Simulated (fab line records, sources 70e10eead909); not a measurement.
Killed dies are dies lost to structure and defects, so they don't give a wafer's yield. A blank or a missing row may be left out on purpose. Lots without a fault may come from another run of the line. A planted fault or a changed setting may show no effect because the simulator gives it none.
fab line records | flow nand_harc
record lots=6 wafers=18 last_day=32
route steps=1302 shown A_CHANNEL_HOLE_D2@608 A_CHANNEL_FILL_D2@610 END@1302
lots that met no fault: from a run of the same line without faults
start_h: hours from the record's first day to the start of the lot's first wafer shown | wait_h: hours since the lot's step before | " the same as in the row above | L1.1+2: a row that stands for several wafers | - no value, or no start given | * or withheld: withheld | < > ~ a bound
route shown NAME@n: a module of which the file shows steps, and the number in the route of the first | usual: mean/standard deviation of fault-free wafers | same: alike in all rows | chamber/n: place in a boat | sites: the reading at each site | _std_site: their standard deviation | _edge_site: outer sites' mean less inner sites' | radius_mm: how far each site lies from the wafer's centre | mask NAME#n: copy n | behind: the tool/chamber that last shaped the wafer | hold: why the lot was held/for how many hours/how that ended | device: the transistor (n, p or np) that didn't switch | end of line: the same wafers' tests at the end of the route | a step without rows: its recipe alone | killed: dies lost to structure and defects at the first sort, not the wafer's yield | map: a wafer's dies, x killed, . not, _ none there
set.NAME: the setting as run; set.NAME@STEP: as run at that earlier step | model.NAME: the simulator's own value behind a step, which no gauge read
lots at some steps of the route; a table a step, a row a wafer
services: from which hour (start_h, from the record's first day; less than 0 if before it) a tool's chamber was out of use, for how many hours, and why
## steps
# step NHARC_A_CHANNEL_HOLE_D2_XSEM_32
# recipe landing_energy_ev=35000
# usual bot_cd_nm=74.6/1.3 bow_nm=8.62/0.25 tilt_deg=0.06/0.049
# columns lot.wafer tool chamber start_h wait_h bot_cd_nm bow_nm tilt_deg
L241.1 xsem-02 0 344.01 0.1 75.3 8.73 0.05
L241.2 " 0 " " 78.2 8.76 0.05
L241.6 " 0 " " 73.9 8.68 0.05
L248.2 xsem-01 0 403.53 0.1 74.7 8.78 0.00
L248.4 " 0 " " 75.8 8.80 0.00
L248.5 " 0 " " 72.3 8.74 0.00
L252.1 xsem-01 0 447.71 0.1 74.5 7.99 0.11
L252.4 " 0 " " 72.6 7.96 0.11
L252.6 " 0 " " 73.4 7.95 0.11
L253.1 xsem-02 0 451.88 0.1 74.0 8.84 0.05
L253.3 " 0 " " 74.9 8.86 0.06
L253.6 " 0 " " 75.3 8.84 0.06
L255.2 xsem-02 0 468.88 0.1 72.9 8.59 0.09
L255.4 " 0 " " 77.1 8.58 0.09
L255.6 " 0 " " 75.7 8.54 0.09
L260.2 xsem-01 0 514.06 0.1 75.8 8.70 0.13
L260.4 " 0 " " 74.2 8.81 0.13
L260.5 " 0 " " 73.3 8.80 0.13
# step NHARC_A_CHANNEL_HOLE_D2_INSPECT_40
# usual raw_defect_count=283/76
# columns lot.wafer tool chamber start_h wait_h raw_defect_count
L241.1 defect_inspect-02 - 344.13 - 291
L241.2 " - " " 246
L241.6 " - " " 269
L248.2 defect_inspect-02 - 403.62 - 223
L248.4 " - " " 279
L248.5 " - " " 326
L252.1 defect_inspect-02 - 447.81 - 381
L252.4 " - " " 412
L252.6 " - " " 278
L253.1 defect_inspect-02 - 451.98 - 287
L253.3 " - " " 370
L253.6 " - " " 276
L255.2 defect_inspect-01 - 468.97 - 220
L255.4 " - " " 236
L255.6 " - " " 266
L260.2 defect_inspect-01 - 514.17 - 259
L260.4 " - " " 311
L260.5 " - " " 229
# step NHARC_A_CHANNEL_FILL_D2_PRECLEAN_00
# recipe time_s=* temp_c=50 bath_age_min=0 chemistry=SC1
# step NHARC_A_CHANNEL_FILL_D2_SRD_01
# step NHARC_A_CHANNEL_FILL_D2_ALD_02
# recipe target_thk_a=60 pulse_time_s=10 ald_cycles=60 temp_c=300 material=SiO2
# step NHARC_A_CHANNEL_FILL_D2_ALD_03
# recipe target_thk_a=60 pulse_time_s=60 ald_cycles=58 temp_c=630 pressure_torr=2 material=SiNx
# usual precursor_pulse_height_rel=1.002/0.019
# same ald_cycles=58
# columns lot.wafer tool chamber start_h wait_h precursor_pulse_height_rel
L241.1 ald_sin_batch-03 0 - - 1.004
L241.2 " 0 " " 1.027
L241.6 " 0 " " 1.028
L248.2 ald_sin_batch-02 0 - - 1.021
L248.4 " 0 " " 1.013
L248.5 " 0 " " 0.970
L252.1 ald_sin_batch-01 0 - - 1.004
L252.4 " 0 " " 1.016
L252.6 " 0 " " 1.004
L253.1 ald_sin_batch-01 0 - - 0.992
L253.3 " 0 " " 1.017
L253.6 " 0 " " 0.992
L255.2 ald_sin_batch-02 0 - - 1.003
L255.4 " 0 " " 1.007
L255.6 " 0 " " 0.998
L260.2 ald_sin_batch-02 0 - - 1.016
L260.4 " 0 " " 0.977
L260.5 " 0 " " 0.976
# step NHARC_A_CHANNEL_FILL_D2_ALD_14
# recipe target_thk_a=25 pulse_time_s=10 ald_cycles=25 temp_c=300 material=SiO2
# usual heater_power_w=478/46 precursor_pulse_height_rel=0.998/0.021
# same ald_cycles=25
# columns lot.wafer tool chamber start_h wait_h heater_power_w precursor_pulse_height_rel
L241.2 ald_hk-04 0 351.41 0.1 530 0.972
L241.1 " 1 " " 523 0.990
L241.6 " 2 " " 538 0.990
L248.4 ald_hk-02 3 410.77 0.0 437 0.956
L248.2 " 1 " " 432 1.005
L248.5 " 3 " " 450 1.011
L252.1 ald_hk-04 3 454.91 0.0 410 1.002
L252.4 " 0 " " 536 1.032
L252.6 " 0 " " 530 1.030
L253.3 ald_hk-02 1 460.22 1.1 421 1.012
L253.1 " 3 " " 451 1.037
L253.6 " 1 " " 440 0.991
L255.4 ald_hk-03 2 475.69 0.1 506 1.027
L255.2 " 3 " " 449 1.012
L255.6 " 1 " " 443 1.013
L260.2 ald_hk-04 1 521.32 0.3 521 0.990
L260.4 " 3 " " 427 1.020
L260.5 " 0 " " 535 0.941
# step NHARC_A_CHANNEL_FILL_D2_ALD_15
# recipe target_thk_a=20 pulse_time_s=60 ald_cycles=19 temp_c=630 pressure_torr=2 material=SiNx
# usual precursor_pulse_height_rel=1.001/0.02
# same ald_cycles=19
# columns lot.wafer tool chamber start_h wait_h precursor_pulse_height_rel
L241.1 ald_sin_batch-02 0 - - 0.966
L241.2 " 0 " " 1.003
L241.6 " 0 " " 0.988
L248.2 ald_sin_batch-02 0 - - 1.009
L248.4 " 0 " " 1.030
L248.5 " 0 " " 0.998
L252.1 ald_sin_batch-03 0 - - 0.996
L252.4 " 0 " " 1.023
L252.6 " 0 " " 1.006
L253.1 ald_sin_batch-02 0 - - 1.000
L253.3 " 0 " " 1.014
L253.6 " 0 " " 0.980
L255.2 ald_sin_batch-01 0 478.75 2.9 1.019
L255.4 " 0 " " 0.981
L255.6 " 0 " " 0.978
L260.2 ald_sin_batch-03 0 - - 1.001
L260.4 " 0 " " 0.965
L260.5 " 0 " " 1.008
# step NHARC_A_CHANNEL_FILL_D2_ALD_16
# recipe target_thk_a=15 pulse_time_s=10 ald_cycles=15 temp_c=300 material=SiO2
# usual heater_power_w=484/47 precursor_pulse_height_rel=0.996/0.018
# same ald_cycles=15
# columns lot.wafer tool chamber start_h wait_h heater_power_w precursor_pulse_height_rel
L241.1 ald_hk-04 3 356.50 0.0 426 0.998
L241.2 " 1 " " 531 1.010
L241.6 " 0 " " 527 1.024
L248.2 ald_hk-02 0 415.95 0.0 479 0.979
L248.4 " 1 " " 418 1.033
L248.5 " 1 " " 432 1.007
L252.4 ald_hk-02 3 460.43 0.4 452 0.977
L252.1 " 1 " " 415 1.008
L252.6 " 2 " " 523 1.004
L253.3 ald_hk-04 2 465.38 0.0 534 0.979
L253.1 " 0 " " 526 0.989
L253.6 " 2 " " 552 1.028
L255.4 ald_hk-03 1 481.21 0.5 440 1.010
L255.2 " 2 " " 517 0.960
L255.6 " 3 " " 454 0.986
L260.4 ald_hk-03 1 524.35 0.4 446 1.003
L260.2 " 2 " " 511 0.998
L260.5 " 3 " " 448 0.985
# step NHARC_A_CHANNEL_FILL_D2_ANNEAL_17
# recipe temp_c=850 time_s=1800
# step NHARC_A_CHANNEL_FILL_D2_CVD_18
# recipe target_thk_a=30 temp_c=550 material=poly-Si
# step NHARC_A_CHANNEL_FILL_D2_ETCHBACK_19
# recipe target_depth_a=50 time_s=1.7 hbr_flow_sccm=150 cl2_flow_sccm=50 rf_w=400 icp_w=400 bias_w=100 chemistry=HBr/Cl2
# step NHARC_A_CHANNEL_FILL_D2_ETCHBACK_20
# recipe target_depth_a=270 time_s=13.5 c4f8_flow_sccm=withheld o2_flow_sccm=8 ar_flow_sccm=withheld rf_w=600 bias_w=1500 chemistry=C4F8/O2/Ar
# usual oes_product_au=0.990/0.024 rf_fwd_power_W=587.9/2.3 rf_vpp_V=978/5.1 run_length_s=34.6/0.51
# columns lot.wafer tool chamber start_h wait_h oes_product_au rf_fwd_power_W rf_hours_counter_h rf_vpp_V run_length_s
L241.1 rie_diel-09 2 368.61 - 1.000 590.8 1 973 34.2
L241.2 " 3 " " 0.996 587.0 1 975 34.6
L241.6 " 2 " " 0.998 589.1 - 973 34.1
L248.2 rie_diel-11 3 428.23 - 1.008 586.9 4 975 34.8
L248.4 " 0 " " 0.986 586.6 5 978 33.9
L248.5 " 0 " " 0.979 586.8 - 977 34.3
L252.1 rie_diel-11 0 472.35 - 0.980 590.0 1 979 33.8
L252.4 " 2 " " 0.991 588.6 1 988 34.9
L252.6 " 0 " " 0.979 587.3 - 978 34.6
L253.1 rie_diel-09 3 477.23 - 0.938 - 5 976 30.5
L253.3 " 0 " " 0.921 - 6 980 31.6
L253.6 " 3 " " 0.944 - - 975 30.2
L255.4 rie_diel-09 1 492.88 - 1.007 - 6 973 30.5
L255.2 " 3 " " 1.006 - 6 976 30.4
L255.6 " 0 " " 0.993 - - 981 31.7
L260.4 rie_diel-05 3 535.45 - 0.997 586.3 23 981 34.8
L260.2 " 1 " " 0.993 584.4 22 983 34.8
L260.5 " 0 " " 1.018 591.2 - 968 34.0
# step NHARC_A_CHANNEL_FILL_D2_STRIP_28
# recipe time_s=20 o2_flow_sccm=500 ar_flow_sccm=0 bias_w=0 chemistry=O2
# step NHARC_END_SORT_01
# recipe temp_c=25
# usual killed_at_array=53/18 killed_at_other=1.0/1.2 killed_at_periphery=3.6/2.4 killed_dies=58/18 killed_open=3.4/1.8 killed_short=2.3/1.5
# same gross_dies=677
# columns lot.wafer tool chamber start_h wait_h killed_at_array killed_at_other killed_at_periphery killed_dies killed_open killed_short
L248.2 prober-01 0 654.73 2.8 85 1 4 90 5 1
L248.4 prober-01 0 656.35 3.4 72 4 3 79 3 2
L248.5 prober-01 0 657.16 3.7 92 5 4 101 4 4
L252.1 prober-01 0 716.90 2.5 74 1 4 79 5 3
L252.4 prober-01 0 719.27 3.4 88 0 4 92 2 1
L252.6 prober-01 0 720.86 4.0 71 1 5 77 0 2
L253.6 prober-02 0 720.93 4.0 58 2 8 68 5 3
L255.2 prober-02 0 733.79 2.8 44 2 1 47 4 2
L255.4 prober-02 0 735.39 3.4 30 2 1 33 1 1
# killed by level:class
L248.2 A_CHANNEL_HOLE_D1:chamber_film_flake=34 A_SLIT:chamber_film_flake=16 A_CHANNEL_HOLE_D2:chamber_film_flake=13 A_STAIRCASE:chamber_film_flake=5 A_CONTACT:chamber_film_flake=5 A_CHANNEL_FILL_D1:chamber_film_flake=3 P_GATE:geometric_particle:open=2 P_GATE:chamber_film_flake=2
L248.4 A_CHANNEL_HOLE_D1:chamber_film_flake=28 A_SLIT:chamber_film_flake=19 A_STAIRCASE:chamber_film_flake=6 A_ZERO_WELL:chamber_film_flake=4 A_CHANNEL_FILL_D1:chamber_film_flake=4 A_CHANNEL_HOLE_D2:chamber_film_flake=4 THIN_TSV:chamber_film_flake=4 A_DECK1_JOINT:chamber_film_flake=2
L248.5 A_CHANNEL_HOLE_D1:chamber_film_flake=34 A_SLIT:chamber_film_flake=26 A_CHANNEL_HOLE_D2:chamber_film_flake=9 A_STAIRCASE:chamber_film_flake=5 THIN_TSV:chamber_film_flake=5 A_ZERO_WELL:chamber_film_flake=4 A_CONTACT:chamber_film_flake=3 A_CHANNEL_FILL_D1:geometric_particle:short=3
L252.1 A_CHANNEL_HOLE_D1:chamber_film_flake=26 A_SLIT:chamber_film_flake=19 A_CHANNEL_HOLE_D2:chamber_film_flake=10 A_CONTACT:chamber_film_flake=6 A_BONDPAD:chamber_film_flake=3 A_STAIRCASE:chamber_film_flake=2 P_GATE:geometric_particle:open=1 P_M1:geometric_particle:open=1
L252.4 A_CHANNEL_HOLE_D1:chamber_film_flake=35 A_SLIT:chamber_film_flake=22 A_CHANNEL_HOLE_D2:chamber_film_flake=10 A_BONDPAD:chamber_film_flake=8 A_CONTACT:chamber_film_flake=5 P_CONTACT:chamber_film_flake=3 A_M0:chamber_film_flake=2 A_CHANNEL_FILL_D2:chamber_film_flake=2
L252.6 A_CHANNEL_HOLE_D1:chamber_film_flake=29 A_SLIT:chamber_film_flake=22 A_CHANNEL_HOLE_D2:chamber_film_flake=8 A_CONTACT:chamber_film_flake=4 A_BONDPAD:chamber_film_flake=4 P_GATE:chamber_film_flake=2 P_CONTACT:chamber_film_flake=2 A_DECK1_JOINT:chamber_film_flake=2
L253.6 A_CHANNEL_HOLE_D1:chamber_film_flake=22 A_CHANNEL_HOLE_D2:chamber_film_flake=14 A_SLIT:chamber_film_flake=6 P_CONTACT:chamber_film_flake=5 P_GATE:chamber_film_flake=2 A_CHANNEL_FILL_D2:chamber_film_flake=2 A_STAIRCASE:chamber_film_flake=2 A_BONDPAD:chamber_film_flake=2
L255.2 A_CHANNEL_HOLE_D2:chamber_film_flake=18 A_CHANNEL_HOLE_D1:chamber_film_flake=8 A_STAIRCASE:chamber_film_flake=4 A_DECK1_JOINT:chamber_film_flake=3 A_SLIT:chamber_film_flake=2 A_CONTACT:chamber_film_flake=2 THIN_TSV:chamber_film_flake=2 A_ONON_D1:geometric_particle:open=1
L255.4 A_CHANNEL_HOLE_D2:chamber_film_flake=9 A_CHANNEL_HOLE_D1:chamber_film_flake=9 A_SLIT:chamber_film_flake=3 A_CONTACT:chamber_film_flake=3 THIN_TSV:chamber_film_flake=2 A_CHANNEL_FILL_D2:area_etchback=2 P_CONTACT:geometric_particle:short=1 A_ONON_D2:geometric_particle:open=1
## services
# columns tool chamber start_h hours kind
rie_diel-09 - 320.10 9.0 pm
rie_diel-05 3 321.50 4.2 repair
ald_hk-02 - 351.03 10.0 pm
xsem-01 - 374.00 14.0 pm
rie_diel-11 3 380.09 4.9 repair
rie_diel-05 - 406.60 9.0 pm
rie_diel-05 1 415.69 3.3 repair
rie_diel-11 3 422.13 4.1 repair
rie_diel-11 - 432.50 9.0 pm
ald_hk-04 - 437.33 10.0 pm
ald_hk-04 0 437.33 10.0 vent_cycle
ald_hk-04 1 437.33 10.0 vent_cycle
ald_hk-04 2 437.33 10.0 vent_cycle
ald_hk-04 3 437.33 10.0 vent_cycle
rie_diel-09 - 438.44 0.5 repair
ald_hk-04 0 447.33 - clean
ald_hk-04 1 447.33 - clean
rie_diel-09 2 470.43 15.0 repair
rie_diel-11 3 487.34 3.1 repair
ald_hk-03 - 495.56 1.2 repair
rie_diel-09 - 497.10 9.0 pm
ald_sin_batch-01 - 508.66 26.0 pm
ald_hk-02 - 522.71 5.6 repair
ald_hk-02 - 529.03 10.0 pm
## key
first_sign step=NHARC_A_CHANNEL_FILL_D2_ETCHBACK_20 reading=run_length_s direction=down sigmas=7.5 usual=* struck=*
effect none on later readings
met_at NHARC_A_CHANNEL_FILL_D2_ETCHBACK_20
struck_wafers L253.1,L253.3,L253.6,L255.2,L255.4,L255.6
tester_left_out L253,L255
onset_between 368.61 477.23
fault kind=process_parameter_drift tool=rie_diel-09 chamber=- onset_h=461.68 steps=NHARC_A_CHANNEL_FILL_D2_ETCHBACK_20 channel=time_s offset=* shape=step end_h=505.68 acts_in=* stated=*
# tester_left_out: of these lots the tester's yield and bins aren't shown, on N5 and GAA mostly nor the transistor test; their killed dies are dies lost to structure and defects alone, not to doping, threshold or leakage, so they don't give the yield
